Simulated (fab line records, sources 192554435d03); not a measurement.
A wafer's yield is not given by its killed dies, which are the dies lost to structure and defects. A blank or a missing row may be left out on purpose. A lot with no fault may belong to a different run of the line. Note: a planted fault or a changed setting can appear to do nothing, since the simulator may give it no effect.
Matching of chambers -- flow n5Finfet -- rieDiel-04 running N5_SD_EPI_N_ETCH_16: 4 sister chambers
The step etches SiO2 in CHF3/O2, target depth 5 nm. 4 wafers are shown with their chamber, then 9 later ones without.

## WAFERS, EACH WITH ITS CHAMBER
wafer,chamber,showerheadPlenumPTorr (Torr)
L080.1,3,2.45
L087.4,0,2.48
L087.5,1,2.43
L087.6,2,2.28

## WAFERS WHOSE CHAMBER IS MISSING
wafer,showerheadPlenumPTorr (Torr)
L089.1,2.42
L089.3,2.45
L089.5,2.45
L091.1,2.45
L091.3,2.45
L091.6,2.45
L096.3,2.57
L096.5,2.44
L096.6,2.57

## WHICH CHAMBER EACH ONE RAN IN
wafer,from the rows above,in truth
L089.1,can't be placed: 1 or 3 or 0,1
L089.3,can't be placed: 3 or 1 or 0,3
L089.5,can't be placed: 3 or 1 or 0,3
L091.1,can't be placed: 3 or 1 or 0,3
L091.3,can't be placed: 3 or 1 or 0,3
L091.6,can't be placed: 3 or 1 or 0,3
L096.3,can't be placed: 0 or 3 or 1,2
L096.5,can't be placed: 1 or 3 or 0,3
L096.6,can't be placed: 0 or 3 or 1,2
Placed correctly: 0 of 9. Not placeable from these rows: 9 (in 7, the candidates include the true chamber). Placed wrongly: 0.
How it was worked out, from the rows above alone: a wafer's distance from a chamber is the root of the sum, over the readings, of the square of ((its reading less the chamber's mean) divided by the reading's scatter). If the next closest chamber is less than 2 further off than the closest, the wafer can't be placed; otherwise it belongs to the closest. A chamber's mean is the mean of its shown wafers. The scatter (one wafer shown for each chamber): square how far every hidden wafer sits from the nearest shown wafer, average those squares and take the square root.
